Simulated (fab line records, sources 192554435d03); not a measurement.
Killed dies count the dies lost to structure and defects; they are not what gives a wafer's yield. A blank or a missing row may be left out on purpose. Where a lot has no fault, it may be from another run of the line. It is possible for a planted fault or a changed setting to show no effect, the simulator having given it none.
fab line records	flow n5_finfet
[record] lots = 24	wafers = 72	last_day = 19
route steps=1938 shown SDB@356 HKMG_FIN@388 GATE_CUT@470
lots that met no fault: taken from a fault-free run of the same line
start_h: hours from the record's first day to the start of the lot's first wafer shown	wait_h: how many hours have passed since the lot's step before this one	" unchanged from the row above	L1.1+2: a row that stands for several wafers	- no value, or no start was given	* or withheld: withheld	< > ~ a bound
route shown NAME@n: NAME is a module with steps in the file, n the number in the route of the first one	usual: average and standard deviation across the fault-free wafers	same: alike in all rows	chamber/n: place in a boat	sites: each site's reading	_std_site: their standard deviation	_edge_site: outer sites' mean less inner sites'	radius_mm: how far each site lies from the wafer's centre	mask NAME#n: copy n	behind: the last tool/chamber to shape the wafer	hold: reason for holding the lot/hours on hold/outcome of the hold	device: which transistor (n, p or np) failed to switch	end of line: the tests these same wafers got at the end of their route	where a step has no rows: the recipe by itself	killed: count of dies lost to structure and defects at first sort (not the wafer's yield)	map: the dies of a wafer, with x for killed, . for not killed, _ for no die there
set.NAME: the setting the step ran with; set.NAME@STEP: the setting that earlier step ran with	model.NAME: the simulator's own value behind a step, which no gauge read
route steps across a sampled set of lots; one table per step, one row per wafer
services: the hour from which a tool's chamber was out of use, counted from the record's first day as start_h (under 0 if before that day), plus the number of hours and why
[[steps]]
[step N5_SDB_CD_MEAS_11]
[recipe] target_cd_nm = 50	landing_energy_ev = 500	detector = se_inlens	polarity = opening
[usual] cd_nm = 49.5/1.1
lot.wafer	tool	chamber	start_h	wait_h	cd_nm
L074.1	cd_sem-01	0	78.44	-	50.2
L074.4	"	0	"	"	49.0
L074.6	"	0	"	"	49.7
L075.1	cd_sem-01	0	80.55	-	48.3
L075.2	"	0	"	"	49.1
L075.6	"	0	"	"	47.5
L076.3	cd_sem-01	0	81.01	-	48.5
L076.4	"	0	"	"	48.1
L076.6	"	0	"	"	48.6
L078.2	cd_sem-02	0	88.55	-	47.8
L078.3	"	0	"	"	48.3
L078.6	"	0	"	"	48.2
L077.4	cd_sem-02	0	92.09	-	48.7
L077.5	"	0	"	"	48.4
L077.6	"	0	"	"	49.2
L080.2	cd_sem-01	0	102.59	-	49.2
L080.4	"	0	"	"	48.0
L080.5	"	0	"	"	48.0
L079.1	cd_sem-01	0	103.08	-	48.9
L079.4	"	0	"	"	49.5
L079.6	"	0	"	"	49.1
L081.1	cd_sem-03	0	108.72	-	50.5
L081.2	"	0	"	"	50.4
L081.6	"	0	"	"	51.7
L082.1	cd_sem-02	0	117.14	-	49.6
L082.3	"	0	"	"	49.0
L082.4	"	0	"	"	49.0
L083.2	cd_sem-03	0	117.53	-	48.8
L083.3	"	0	"	"	48.3
L083.6	"	0	"	"	49.1
L084.1	cd_sem-03	0	124.18	-	49.1
L084.3	"	0	"	"	49.4
L084.4	"	0	"	"	50.4
L085.1	cd_sem-03	0	133.99	-	49.1
L085.4	"	0	"	"	47.8
L085.6	"	0	"	"	50.0
L086.2	cd_sem-03	0	142.74	-	49.6
L086.4	"	0	"	"	48.1
L086.5	"	0	"	"	49.5
L087.1	cd_sem-02	0	144.72	-	51.0
L087.2	"	0	"	"	50.0
L087.5	"	0	"	"	48.2
L088.2	cd_sem-01	0	154.19	-	48.8
L088.3	"	0	"	"	49.7
L088.6	"	0	"	"	49.0
L089.2	cd_sem-03	0	162.42	-	50.0
L089.3	"	0	"	"	50.8
L089.5	"	0	"	"	49.9
L090.2	cd_sem-03	0	163.17	-	50.3
L090.4	"	0	"	"	51.7
L090.6	"	0	"	"	50.5
L091.2	cd_sem-01	0	167.34	-	48.7
L091.5	"	0	"	"	50.3
L091.6	"	0	"	"	49.4
L092.1	cd_sem-01	0	176.22	-	50.6
L092.2	"	0	"	"	49.8
L092.4	"	0	"	"	49.7
L093.2	cd_sem-03	0	184.45	-	50.6
L093.4	"	0	"	"	48.2
L093.6	"	0	"	"	50.9
L094.1	cd_sem-01	0	188.01	-	49.2
L094.3	"	0	"	"	50.2
L094.4	"	0	"	"	50.2
L095.2	cd_sem-01	0	195.07	-	50.3
L095.5	"	0	"	"	48.4
L095.6	"	0	"	"	50.3
L096.2	cd_sem-03	0	200.09	-	50.1
L096.5	"	0	"	"	49.1
L096.6	"	0	"	"	51.0
L097.1	cd_sem-02	0	204.50	-	50.9
L097.5	"	0	"	"	48.9
L097.6	"	0	"	"	48.8
[step N5_SDB_INSPECT_13]
[recipe] mode = adi	inspect_instrument = brightfield
[usual] raw_defect_count = 74/37
lot.wafer	tool	chamber	start_h	wait_h	raw_defect_count
L074.1	defect_inspect-01	-	78.49	0.0	46
L074.4	"	-	"	"	40
L074.6	"	-	"	"	27
L075.1	defect_inspect-01	-	80.60	0.0	42
L075.2	"	-	"	"	105
L075.6	"	-	"	"	32
L076.3	defect_inspect-01	-	81.06	0.0	52
L076.4	"	-	"	"	34
L076.6	"	-	"	"	46
L078.2	defect_inspect-01	-	88.60	0.0	59
L078.3	"	-	"	"	108
L078.6	"	-	"	"	147
L077.4	defect_inspect-02	-	92.14	0.0	90
L077.5	"	-	"	"	50
L077.6	"	-	"	"	49
L080.2	defect_inspect-01	-	102.65	0.0	138
L080.4	"	-	"	"	143
L080.5	"	-	"	"	104
L079.1	defect_inspect-02	-	103.13	0.0	49
L079.4	"	-	"	"	43
L079.6	"	-	"	"	73
L081.1	defect_inspect-02	-	108.78	0.0	104
L081.2	"	-	"	"	111
L081.6	"	-	"	"	69
L082.1	defect_inspect-02	-	117.19	0.0	72
L082.3	"	-	"	"	78
L082.4	"	-	"	"	37
L083.2	defect_inspect-01	-	117.58	0.0	54
L083.3	"	-	"	"	142
L083.6	"	-	"	"	87
L084.1	defect_inspect-01	-	124.24	0.0	41
L084.3	"	-	"	"	141
L084.4	"	-	"	"	61
L085.1	defect_inspect-02	-	134.04	0.0	33
L085.4	"	-	"	"	27
L085.6	"	-	"	"	31
L086.2	defect_inspect-01	-	142.80	0.0	117
L086.4	"	-	"	"	128
L086.5	"	-	"	"	92
L087.1	defect_inspect-01	-	144.78	0.0	90
L087.2	"	-	"	"	97
L087.5	"	-	"	"	199
L088.2	defect_inspect-01	-	154.25	0.0	46
L088.3	"	-	"	"	61
L088.6	"	-	"	"	50
L089.2	defect_inspect-01	-	162.50	0.0	92
L089.3	"	-	"	"	120
L089.5	"	-	"	"	95
L090.2	defect_inspect-02	-	163.22	0.0	98
L090.4	"	-	"	"	97
L090.6	"	-	"	"	120
L091.2	defect_inspect-01	-	167.39	0.0	56
L091.5	"	-	"	"	23
L091.6	"	-	"	"	40
L092.1	defect_inspect-01	-	176.27	0.0	170
L092.2	"	-	"	"	158
L092.4	"	-	"	"	134
L093.2	defect_inspect-01	-	184.50	0.0	53
L093.4	"	-	"	"	59
L093.6	"	-	"	"	58
L094.1	defect_inspect-01	-	188.06	0.0	84
L094.3	"	-	"	"	62
L094.4	"	-	"	"	38
L095.2	defect_inspect-02	-	195.12	0.0	50
L095.5	"	-	"	"	61
L095.6	"	-	"	"	69
L096.2	defect_inspect-01	-	200.15	0.0	65
L096.5	"	-	"	"	79
L096.6	"	-	"	"	101
L097.1	defect_inspect-01	-	204.56	0.0	93
L097.5	"	-	"	"	63
L097.6	"	-	"	"	56
[step N5_HKMG_FIN_ALD_74]
[recipe] material = La2O3	target_thk_a = 5	temp_c = 250	ald_precursor_family = La-Cp	ald_co_reactant = O3	pulse_time_s = 6	co_reactant_pulse_time_s = 1	purge_time_s = 3	co_reactant_purge_time_s = 3
[usual] heater_power_w = 356/38	precursor_pulse_height_rel = 1.004/0.019
lot.wafer	tool	chamber	start_h	wait_h	heater_power_w	precursor_pulse_height_rel	since_wet_clean_h
L074.1	ald_hk-02	3	83.46	0.2	391	1.021	1859
L074.4	"	1	"	"	369	0.986	1859
L074.6	"	2	"	"	365	0.973	-
L075.1	ald_hk-02	0	86.01	0.2	350	1.038	1862
L075.2	"	2	"	"	362	1.012	1862
L075.6	"	0	"	"	353	1.010	-
L076.3	ald_hk-03	1	86.19	0.1	399	1.017	56
L076.4	"	2	"	"	343	1.010	56
L076.6	"	0	"	"	312	1.013	-
L078.2	ald_hk-01	2	93.71	0.2	321	1.022	974
L078.3	"	3	"	"	300	0.998	974
L078.6	"	1	"	"	438	0.990	-
L077.4	ald_hk-03	3	97.18	0.1	352	0.994	67
L077.5	"	0	"	"	312	0.999	-
L077.6	"	1	"	"	406	1.014	-
L080.2	ald_hk-02	3	109.43	0.2	409	0.981	1885
L080.4	"	1	"	"	371	0.976	1885
L080.5	"	3	"	"	397	0.991	-
L079.1	ald_hk-03	3	109.70	0.2	356	0.996	80
L079.4	"	1	"	"	401	1.010	80
L079.6	"	2	"	"	348	1.043	-
L081.1	ald_hk-01	3	113.66	0.2	299	1.026	994
L081.2	"	0	"	"	280	0.962	994
L081.6	"	2	"	"	318	1.012	-
L082.1	ald_hk-01	3	122.33	0.2	302	1.004	1002
L082.3	"	0	"	"	301	1.000	1002
L082.4	"	2	"	"	322	0.999	1002
L083.2	ald_hk-03	2	122.55	0.2	348	0.992	93
L083.3	"	3	"	"	351	0.991	93
L083.6	"	3	"	"	359	1.041	-
L084.1	ald_hk-03	3	129.18	0.2	347	1.002	99
L084.3	"	2	"	"	344	1.001	99
L084.4	"	0	"	"	314	1.017	99
L085.1	ald_hk-03	2	139.54	0.2	343	0.981	110
L085.4	"	1	"	"	406	1.016	110
L085.6	"	0	"	"	312	1.032	-
L086.2	ald_hk-02	3	147.75	0.2	405	0.971	1924
L086.4	"	2	"	"	360	0.974	1924
L086.5	"	2	"	"	362	1.027	-
L087.1	ald_hk-02	1	149.75	0.2	360	0.992	1926
L087.2	"	3	"	"	404	1.000	1926
L087.5	"	1	"	"	384	1.022	-
L088.2	ald_hk-02	0	159.95	0.2	346	0.987	1936
L088.3	"	1	"	"	372	0.980	1936
L088.6	"	0	"	"	352	1.022	-
L089.2	ald_hk-03	1	167.78	0.2	403	1.004	138
L089.3	"	2	"	"	339	0.973	138
L089.5	"	2	"	"	361	0.990	-
L090.2	ald_hk-01	3	168.62	0.2	303	1.016	1049
L090.4	"	1	"	"	453	1.002	1049
L090.6	"	3	"	"	287	1.015	-
L091.2	ald_hk-02	1	172.26	0.2	376	0.996	1948
L091.5	"	2	"	"	357	1.005	-
L091.6	"	1	"	"	372	1.029	-
L092.1	ald_hk-03	3	181.28	0.2	352	0.978	151
L092.2	"	0	"	"	318	0.984	151
L092.4	"	2	"	"	355	0.993	151
L093.2	ald_hk-03	2	189.58	0.2	341	1.014	160
L093.4	"	0	"	"	312	1.007	160
L093.6	"	1	"	"	398	0.997	-
L094.1	ald_hk-02	1	193.30	0.2	371	0.992	1969
L094.3	"	0	"	"	351	1.024	1969
L094.4	"	2	"	"	360	0.984	1969
L095.2	ald_hk-02	3	200.07	0.2	402	1.028	1976
L095.5	"	0	"	"	346	0.985	-
L095.6	"	1	"	"	365	1.003	-
L096.2	ald_hk-01	3	205.04	0.2	297	1.004	1085
L096.5	"	0	"	"	295	1.003	-
L096.6	"	1	"	"	442	0.973	-
L097.1	ald_hk-02	2	209.43	0.2	369	1.008	1985
L097.5	"	2	"	"	361	1.011	-
L097.6	"	1	"	"	372	0.988	-
[step N5_HKMG_FIN_DESCUM_17]
[recipe] chemistry = O2	time_s = 7.9	source_power_w = 50	bias_power_w = 20	pressure_mtorr = 20	rf_frequency_hz = 2.712e+07	temp_c = 40	resist = CAR-ArF	o2_flow_sccm = 225
[usual] drypump_motor_current_A = 5.9/0.51	oes_product_au = 0.81/0.079	rf_fwd_power_W = 49.28/0.23	rf_vpp_V = 242.8/1.4	showerhead_plenum_p_Torr = 2.07/0.076	throttle_valve_pct = 20.35/0.24
lot.wafer	tool	chamber	start_h	wait_h	drypump_motor_current_A	oes_product_au	rf_fwd_power_W	rf_hours_counter_h	rf_vpp_V	showerhead_plenum_p_Torr	throttle_valve_pct
L074.1	rie_diel-01	2	87.88	0.4	5.4	0.73	49.17	170	244.7	2.16	20.39
L074.4	"	3	"	"	5.1	0.78	49.71	130	240.9	1.93	20.18
L074.6	"	0	"	"	6.2	0.80	49.08	-	242.8	2.02	20.54
L075.1	rie_diel-01	2	90.29	0.3	5.4	0.73	49.13	172	244.6	2.16	20.41
L075.2	"	3	"	"	5.1	0.78	49.43	131	240.8	1.93	20.16
L075.6	"	0	"	"	6.2	0.80	49.05	-	242.6	2.02	20.52
L076.3	rie_diel-03	2	90.31	0.1	6.7	0.91	49.47	24	243.6	2.13	20.49
L076.4	"	0	"	"	6.0	0.89	49.57	37	241.9	2.03	20.31
L076.6	"	1	"	"	6.5	0.93	49.56	-	244.4	2.14	20.13
L078.2	rie_diel-01	0	98.14	0.1	6.2	0.81	48.82	116	243.4	2.02	20.52
L078.3	"	3	"	"	5.1	0.78	49.58	135	240.6	1.93	20.18
L078.6	"	1	"	"	6.5	0.90	49.30	-	242.5	2.06	20.04
L077.4	rie_diel-01	0	102.08	0.6	6.2	0.80	49.09	117	241.4	2.02	20.51
L077.5	"	2	"	"	5.4	0.72	49.05	-	243.7	2.16	20.41
L077.6	"	3	"	"	5.1	0.78	49.67	-	239.0	1.93	20.18
L080.2	rie_diel-05	1	113.30	0.0	6.2	0.69	49.07	248	243.2	2.06	20.54
L080.4	"	3	"	"	5.5	0.67	49.39	-	243.6	2.06	20.37
L080.5	"	1	"	"	6.2	0.69	49.28	-	241.0	2.06	20.55
L079.1	rie_diel-05	0	114.08	0.2	5.3	0.89	49.27	28	242.6	2.11	20.14
L079.4	"	3	"	"	5.5	0.66	49.00	-	244.0	2.06	20.40
L079.6	"	0	"	"	5.3	0.89	49.48	-	243.5	2.11	20.11
L081.1	rie_diel-03	2	118.44	0.0	6.7	0.87	49.71	37	243.6	2.13	20.48
L081.2	"	0	"	"	6.0	0.86	49.57	49	242.4	2.03	20.33
L081.6	"	1	"	"	6.5	0.88	49.29	-	244.3	2.14	20.17
L082.1	rie_diel-03	3	126.45	0.1	5.6	0.70	49.16	217	244.3	2.16	20.96
L082.3	"	1	"	"	6.5	0.88	49.24	25	243.1	2.14	20.16
L082.4	"	0	"	"	6.0	0.86	49.57	53	242.3	2.03	20.35
L083.2	rie_diel-01	0	126.96	0.0	6.2	0.79	49.15	126	240.7	2.02	20.54
L083.3	"	1	"	"	6.5	0.89	49.00	32	243.9	2.05	20.05
L083.6	"	2	"	"	5.4	0.72	48.94	-	243.2	2.16	20.43
L084.1	rie_diel-01	1	133.61	0.0	6.4	0.87	49.07	34	241.8	2.05	20.06
L084.3	"	0	"	"	6.2	0.79	49.11	128	242.3	2.02	20.55
L084.4	"	3	"	"	5.2	0.77	49.44	147	239.5	1.92	20.20
L085.1	rie_diel-03	1	143.66	0.0	6.5	0.88	49.41	30	244.7	2.14	20.16
L085.4	"	0	"	"	6.0	0.85	49.14	58	242.7	2.02	20.37
L085.6	"	2	"	"	6.7	0.86	49.65	-	244.6	2.13	20.50
L086.2	rie_diel-05	1	151.67	0.0	6.1	0.98	48.80	8	243.7	2.05	20.19
L086.4	"	0	"	"	5.3	0.87	49.41	-	243.3	2.11	20.17
L086.5	"	2	"	"	5.6	0.75	49.39	-	243.0	2.18	20.57
L087.1	rie_diel-01	2	153.84	0.0	5.4	0.71	49.15	196	245.2	2.15	20.43
L087.2	"	0	"	"	6.2	0.79	49.06	136	242.3	2.01	20.56
L087.5	"	2	"	"	5.4	0.71	49.10	-	243.8	2.15	20.45
L088.2	rie_diel-01	2	164.00	0.1	5.4	0.72	49.32	200	244.3	2.15	20.44
L088.3	"	1	"	"	6.4	0.87	49.21	45	243.3	2.05	20.08
L088.6	"	1	"	"	6.5	0.86	49.40	-	242.9	2.05	20.09
L089.2	rie_diel-01	3	171.89	0.1	5.1	0.75	49.39	161	240.0	1.92	20.22
L089.3	"	2	"	"	5.4	0.71	49.19	203	245.8	2.15	20.45
L089.5	"	3	"	"	5.1	0.75	49.65	-	240.3	1.92	20.21
L090.2	rie_diel-01	0	172.90	0.0	6.2	0.78	49.04	142	242.4	2.01	20.56
L090.4	"	2	"	"	5.4	0.71	49.28	203	244.2	2.15	20.44
L090.6	"	1	"	"	6.4	0.85	49.20	-	241.5	2.05	20.07
L091.2	rie_diel-05	1	176.66	0.2	6.2	0.94	49.19	18	242.3	2.05	20.22
L091.5	"	3	"	"	5.5	0.94	49.27	-	242.8	2.06	20.05
L091.6	"	2	"	"	5.6	0.74	49.07	-	244.4	2.18	20.59
L092.1	rie_diel-03	1	185.22	0.0	6.5	0.85	49.36	45	243.6	2.13	20.18
L092.2	"	3	"	"	5.6	0.69	49.19	237	244.6	2.15	21.01
L092.4	"	2	"	"	6.7	0.84	49.46	59	244.4	2.12	20.53
L093.2	rie_diel-03	0	193.89	0.1	6.0	0.83	49.34	76	242.1	2.02	20.39
L093.4	"	2	"	"	6.7	0.84	49.69	63	242.9	2.12	20.53
L093.6	"	3	"	"	5.6	0.69	49.20	-	243.1	2.15	20.99
L094.1	rie_diel-05	3	197.19	0.0	5.5	0.91	49.63	11	242.1	2.06	20.04
L094.3	"	1	"	"	6.1	0.93	48.90	25	241.4	2.05	20.21
L094.4	"	2	"	"	5.6	0.75	49.32	200	243.0	2.18	20.60
L095.2	rie_diel-05	2	203.98	0.0	5.6	0.73	49.32	202	245.3	2.18	20.61
L095.5	"	0	"	"	5.4	0.83	49.61	-	243.8	2.10	20.18
L095.6	"	3	"	"	5.6	0.91	49.41	-	242.0	2.05	20.03
L096.2	rie_diel-05	1	209.05	0.0	6.2	0.92	49.12	29	242.9	2.04	20.22
L096.5	"	2	"	"	5.6	0.73	49.17	-	244.3	2.17	20.61
L096.6	"	3	"	"	5.6	0.91	49.31	-	242.1	2.05	20.04
L097.1	rie_diel-05	3	214.20	0.0	5.6	0.89	49.35	17	243.0	2.05	20.05
L097.5	"	0	"	"	5.4	0.82	49.18	-	243.8	2.10	20.19
L097.6	"	1	"	"	6.2	0.92	49.00	-	241.8	2.04	20.22
[step N5_HKMG_FIN_NWFM_ALD_20]
[recipe] material = TiAlC	target_thk_a = 20	temp_c = 300	ald_precursor_family = TiCl4	ald_co_reactant = TEA	pulse_time_s = 3	purge_time_s = 2	co_reactant_purge_time_s = 2	co_reactant_pulse_time_s = 10	ald_cycles = 7	pressure_torr = 3
[usual] heater_power_w = 493/48	precursor_pulse_height_rel = 0.998/0.021
lot.wafer	tool	chamber	start_h	wait_h	heater_power_w	precursor_pulse_height_rel	since_wet_clean_h
L074.1	ald_metal-04	0	89.88	0.3	566	1.013	4368
L074.4	"	3	"	"	408	0.984	4368
L074.6	"	2	"	"	483	1.012	-
L075.1	ald_metal-01	1	92.25	0.3	507	0.947	5909
L075.2	"	2	"	"	489	1.000	5909
L075.6	"	0	"	"	469	0.987	-
L076.3	ald_metal-02	3	92.73	0.2	496	1.008	1294
L076.4	"	0	"	"	576	1.000	1294
L076.6	"	1	"	"	535	1.009	-
L078.2	ald_metal-02	2	100.14	0.3	485	0.963	1301
L078.3	"	0	"	"	568	1.000	1301
L078.6	"	3	"	"	492	0.996	-
L077.4	ald_metal-04	1	104.43	0.1	434	1.006	4383
L077.5	"	2	"	"	495	0.986	-
L077.6	"	3	"	"	408	1.016	-
L080.2	ald_metal-04	0	115.35	0.3	566	0.995	4394
L080.4	"	2	"	"	491	0.950	4394
L080.5	"	1	"	"	441	1.012	-
L079.1	ald_metal-01	0	116.19	0.3	469	1.003	5933
L079.4	"	2	"	"	490	0.953	5933
L079.6	"	2	"	"	491	0.996	-
L081.1	ald_metal-04	3	120.39	0.3	397	0.989	4399
L081.2	"	0	"	"	560	0.975	4399
L081.6	"	0	"	"	569	1.016	-
L082.1	ald_metal-02	1	128.41	0.3	530	0.996	1330
L082.3	"	2	"	"	479	0.991	1330
L082.4	"	0	"	"	578	1.000	1330
L083.2	ald_metal-01	3	129.00	0.3	423	1.026	5946
L083.3	"	2	"	"	487	1.016	5946
L083.6	"	2	"	"	495	0.997	-
L084.1	ald_metal-02	3	135.60	0.3	490	0.989	1337
L084.3	"	1	"	"	535	0.971	1337
L084.4	"	2	"	"	485	0.960	1337
L085.1	ald_metal-01	2	145.61	0.3	496	1.010	5962
L085.4	"	3	"	"	426	0.957	5962
L085.6	"	0	"	"	490	1.014	-
L086.2	ald_metal-02	3	153.66	0.3	499	1.017	1355
L086.4	"	2	"	"	483	0.998	1355
L086.5	"	0	"	"	567	0.974	-
L087.1	ald_metal-01	2	155.80	0.3	503	0.965	5973
L087.2	"	0	"	"	477	1.024	5973
L087.5	"	2	"	"	493	0.982	-
L088.2	ald_metal-02	1	166.10	0.3	523	1.002	1367
L088.3	"	0	"	"	575	0.984	1367
L088.6	"	3	"	"	490	1.000	-
L089.2	ald_metal-02	2	174.09	0.3	490	0.965	1375
L089.3	"	3	"	"	490	0.973	1375
L089.5	"	0	"	"	570	0.975	-
L090.2	ald_metal-04	3	174.85	0.3	407	1.004	4453
L090.4	"	1	"	"	423	0.988	4453
L090.6	"	0	"	"	554	0.995	-
L091.2	ald_metal-01	3	178.62	0.3	426	0.993	5995
L091.5	"	2	"	"	480	0.984	-
L091.6	"	1	"	"	508	0.992	-
L092.1	ald_metal-01	2	187.18	0.3	507	1.007	6004
L092.2	"	1	"	"	517	0.993	6004
L092.4	"	3	"	"	430	1.029	6004
L093.2	ald_metal-01	2	195.84	0.3	491	1.001	6013
L093.4	"	1	"	"	509	0.984	6013
L093.6	"	3	"	"	426	1.027	-
L094.1	ald_metal-02	2	199.15	0.3	491	1.013	1400
L094.3	"	0	"	"	575	0.995	1400
L094.4	"	1	"	"	549	0.997	-
L095.2	ald_metal-01	3	205.94	0.3	441	0.991	6023
L095.5	"	3	"	"	423	0.949	-
L095.6	"	0	"	"	467	1.007	-
L096.2	ald_metal-02	0	211.01	0.3	569	1.018	1412
L096.5	"	0	"	"	576	1.025	-
L096.6	"	0	"	"	581	0.969	-
L097.1	ald_metal-04	2	216.28	0.3	494	0.968	4495
L097.5	"	1	"	"	435	1.003	-
L097.6	"	2	"	"	497	1.004	-
[step N5_GATE_CUT_STRIP_59]
[recipe] chemistry = N2/H2	time_s = 20	power_w = 100	temp_c = 40	pressure_mtorr = 100	rf_frequency_hz = 6e+07	bias_power_w = 3	n2_flow_sccm = 300	h2_flow_sccm = 300
[usual] drypump_motor_current_A = 5.6/0.34	h2_flow_sccm = 300.0/0.87	oes_product_au = 0.76/0.084	rf_vpp_V = 45.2/0.83	showerhead_plenum_p_Torr = 3.33/0.096	throttle_valve_pct = 12.25/0.26
lot.wafer	tool	chamber	start_h	wait_h	drypump_motor_current_A	h2_flow_sccm	oes_product_au	rf_hours_counter_h	rf_vpp_V	showerhead_plenum_p_Torr	throttle_valve_pct
L074.1	rie_diel-06	1	92.91	0.1	5.7	299.4	0.75	171	45.4	3.22	12.04
L074.4	"	1	"	"	5.7	299.8	0.76	-	44.0	3.22	12.06
L074.6	"	2	"	"	5.2	298.0	0.73	-	46.2	3.51	12.38
L075.1	rie_diel-02	1	95.10	0.1	6.0	301.2	0.73	153	43.8	3.25	12.00
L075.2	"	0	"	"	5.4	298.9	0.71	223	46.9	3.45	12.50
L075.6	"	2	"	"	5.5	301.3	0.72	-	44.8	3.35	12.20
L076.3	rie_diel-02	3	95.58	0.1	5.7	301.4	0.74	189	45.9	3.35	12.51
L076.4	"	0	"	"	5.5	300.1	0.72	223	44.5	3.45	12.46
L076.6	"	3	"	"	5.7	299.1	0.74	-	45.2	3.35	12.51
L078.2	rie_diel-04	1	102.99	0.1	6.3	300.0	0.71	211	45.1	3.22	12.50
L078.3	"	2	"	"	5.3	299.9	0.74	145	45.1	3.54	12.41
L078.6	"	1	"	"	6.2	300.8	0.71	-	45.3	3.22	12.50
L077.4	rie_diel-02	0	107.47	0.1	5.5	300.8	0.70	227	46.3	3.45	12.50
L077.5	"	1	"	"	6.1	301.0	0.74	-	45.5	3.25	12.01
L077.6	"	0	"	"	5.4	300.1	0.72	-	46.0	3.45	12.50
L080.2	rie_diel-02	1	118.40	0.1	6.1	299.0	0.73	160	44.3	3.25	12.03
L080.4	"	0	"	"	5.4	300.1	0.71	230	43.9	3.45	12.49
L080.5	"	3	"	"	5.7	299.1	0.74	-	45.6	3.35	12.54
L079.1	rie_diel-02	1	119.36	0.1	6.1	300.2	0.73	161	45.7	3.25	12.03
L079.4	"	3	"	"	5.7	300.5	0.73	196	45.3	3.35	12.52
L079.6	"	1	"	"	6.1	298.2	0.75	-	45.6	3.25	12.01
L081.1	rie_diel-02	1	123.50	0.1	6.1	299.4	0.74	163	44.0	3.25	12.04
L081.2	"	2	"	"	5.5	298.8	0.72	211	45.1	3.35	12.21
L081.6	"	1	"	"	6.1	300.8	0.74	-	45.6	3.25	12.03
L082.1	rie_diel-06	3	131.54	0.1	5.4	299.7	0.75	156	44.3	3.24	12.41
L082.3	"	1	"	"	5.7	299.9	0.75	185	44.0	3.21	12.07
L082.4	"	0	"	"	4.9	299.7	0.91	10	45.7	3.32	11.81
L083.2	rie_diel-06	2	132.28	0.1	5.2	298.9	0.72	200	46.4	3.50	12.40
L083.3	"	1	"	"	5.6	300.3	0.75	185	45.9	3.21	12.09
L083.6	"	1	"	"	5.7	299.3	0.75	-	45.2	3.21	12.09
L084.1	rie_diel-02	2	138.49	0.1	5.5	300.5	0.72	217	45.4	3.35	12.25
L084.3	"	1	"	"	6.1	299.7	0.73	169	44.0	3.24	12.05
L084.4	"	3	"	"	5.7	299.0	0.73	205	44.8	3.34	12.54
L085.1	rie_diel-06	3	148.50	0.1	5.3	300.9	0.74	165	45.1	3.24	12.45
L085.4	"	2	"	"	5.2	300.1	0.72	208	44.1	3.50	12.42
L085.6	"	0	"	"	4.9	298.1	0.90	-	44.6	3.32	11.83
L086.2	rie_diel-06	1	156.83	0.1	5.7	300.1	0.75	196	45.9	3.21	12.10
L086.4	"	0	"	"	4.9	301.1	0.89	22	44.9	3.32	11.85
L086.5	"	0	"	"	4.9	299.0	0.90	-	44.9	3.32	11.85
L087.1	rie_diel-04	2	158.75	0.1	5.3	300.6	0.74	155	46.1	3.53	12.45
L087.2	"	0	"	"	5.8	299.9	0.98	8	45.2	3.33	11.80
L087.5	"	1	"	"	6.3	300.2	0.70	-	44.1	3.21	12.54
L088.2	rie_diel-04	0	169.03	0.1	5.8	299.1	0.95	11	46.0	3.33	11.80
L088.3	"	1	"	"	6.2	299.6	0.70	224	44.5	3.21	12.55
L088.6	"	1	"	"	6.3	302.0	0.69	-	46.5	3.21	12.54
L089.2	rie_diel-04	3	176.95	0.1	5.7	299.6	0.67	228	45.1	3.34	12.51
L089.3	"	2	"	"	5.3	300.0	0.73	161	45.1	3.53	12.48
L089.5	"	0	"	"	5.8	299.5	0.94	-	43.8	3.33	11.80
L090.2	rie_diel-02	2	177.71	0.1	5.5	299.5	0.70	231	45.5	3.34	12.27
L090.4	"	3	"	"	5.7	300.8	0.72	-	45.3	3.33	12.58
L090.6	"	1	"	"	6.1	298.7	0.71	-	47.0	3.24	12.07
L091.2	rie_diel-04	1	181.55	0.1	6.3	299.2	0.70	229	45.3	3.21	12.55
L091.5	"	0	"	"	5.8	299.7	0.95	-	46.0	3.33	11.81
L091.6	"	3	"	"	5.6	301.0	0.69	-	45.7	3.33	12.52
L092.1	rie_diel-02	1	190.14	0.1	6.1	301.1	0.72	185	45.0	3.23	12.08
L092.2	"	2	"	"	5.5	300.3	0.71	235	44.7	3.34	12.29
L092.4	"	0	"	"	5.4	300.8	0.99	3	46.3	3.44	11.91
L093.2	rie_diel-02	0	198.71	0.1	5.4	298.5	0.98	6	43.7	3.44	11.94
L093.4	"	3	"	"	5.7	298.8	0.72	226	45.1	3.33	12.61
L093.6	"	2	"	"	5.5	300.0	0.70	-	45.3	3.33	12.29
L094.1	rie_diel-02	0	202.00	0.1	5.4	299.4	0.97	7	44.5	3.44	11.92
L094.3	"	1	"	"	6.0	299.5	0.70	190	44.2	3.23	12.10
L094.4	"	2	"	"	5.5	300.4	0.71	240	45.0	3.33	12.31
L095.2	rie_diel-02	1	208.96	0.1	6.1	301.8	0.71	192	46.0	3.23	12.10
L095.5	"	1	"	"	6.0	300.6	0.72	-	44.4	3.23	12.09
L095.6	"	2	"	"	5.5	299.8	0.70	-	45.7	3.33	12.31
L096.2	rie_diel-02	1	214.55	0.1	6.0	300.7	0.71	194	42.6	3.23	12.12
L096.5	"	0	"	"	5.4	299.9	0.95	-	46.5	3.43	11.93
L096.6	"	1	"	"	6.0	300.4	0.71	-	45.7	3.23	12.11
L097.1	rie_diel-06	0	219.31	0.1	4.9	299.8	0.86	35	45.3	3.31	11.87
L097.5	"	3	"	"	5.3	300.0	0.72	-	44.1	3.23	12.50
L097.6	"	0	"	"	4.9	298.8	0.86	-	43.6	3.31	11.89
[[services]]
tool	chamber	start_h	hours	kind
rie_diel-05	2	60.15	2.0	repair
rie_diel-02	-	70.01	0.2	repair
ald_hk-03	-	72.46	1.2	repair
ald_metal-01	0	74.13	4.7	repair
ald_metal-02	0	78.36	4.6	repair
rie_diel-05	1	84.10	21.9	repair
ald_metal-01	0	88.47	3.5	repair
rie_diel-05	3	96.30	1.8	repair
rie_diel-05	2	100.11	16.3	repair
ald_hk-01	-	103.42	3.8	repair
rie_diel-06	0	104.78	5.5	repair
rie_diel-04	-	116.06	28.1	pm
rie_diel-05	3	119.45	6.4	repair
ald_hk-02	-	144.82	2.8	pm
rie_diel-02	1	154.13	5.4	repair
rie_diel-03	2	157.49	2.7	repair
rie_diel-02	0	165.92	-	clean
rie_diel-04	3	167.41	8.7	repair
rie_diel-02	-	179.40	1.0	repair
ald_metal-02	2	183.39	4.4	repair
rie_diel-06	2	189.08	10.0	repair
ald_metal-02	3	196.45	26.9	repair
ald_metal-02	2	208.75	6.2	repair
ald_hk-03	-	210.50	2.8	pm
[[key]]
fault none
